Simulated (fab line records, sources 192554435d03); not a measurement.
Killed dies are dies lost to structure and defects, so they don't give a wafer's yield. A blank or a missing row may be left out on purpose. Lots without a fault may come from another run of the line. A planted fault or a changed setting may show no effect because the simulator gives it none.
Chamber matching | flow n5_finfet | N5_BEOL_M15_ETCH_61 on rie_diel-06: 4 sister chambers
The step etches BARC in N2/H2, target depth 89 nm, overetch 26.7 nm, time 67.9 s. 4 wafers are shown with their chamber, then 8 later ones without.

WAFERS WITH THEIR CHAMBER
wafer  | chamber | drypump_motor_current_A (A)
L082.4 | 1       | 5.7
L081.5 | 3       | 6.2
L081.6 | 2       | 6.1
L092.1 | 0       | 5.2

WAFERS WITHOUT THEIR CHAMBER
wafer  | drypump_motor_current_A (A)
L092.2 | 6.2
L092.3 | 5.7
L094.3 | 6.2
L094.4 | 6.0
L094.6 | 5.2
L097.2 | 6.0
L097.3 | 5.2
L097.5 | 6.1

WHICH CHAMBER EACH WENT THROUGH
wafer  | from the rows above | in truth
L092.2 | 3                   | 3
L092.3 | 1                   | 1
L094.3 | 3                   | 3
L094.4 | 2                   | 2
L094.6 | 0                   | 0
L097.2 | 2                   | 2
L097.3 | 0                   | 0
L097.5 | 2                   | 2
Placed correctly: 8 of 8. Can't be placed from these rows: 0. Placed wrongly: 0.
How it was worked out, from the rows above alone: a wafer's distance from a chamber is the root of the sum, over the readings, of the square of ((its reading less the chamber's mean) divided by the reading's scatter). The wafer belongs to the nearest chamber; if the next one is less than 2 further off, it can't be placed. A chamber's mean is the mean of its shown wafers. The scatter: with one shown wafer a chamber, the root of the mean of the squares of how far each hidden wafer lies from its nearest shown one.
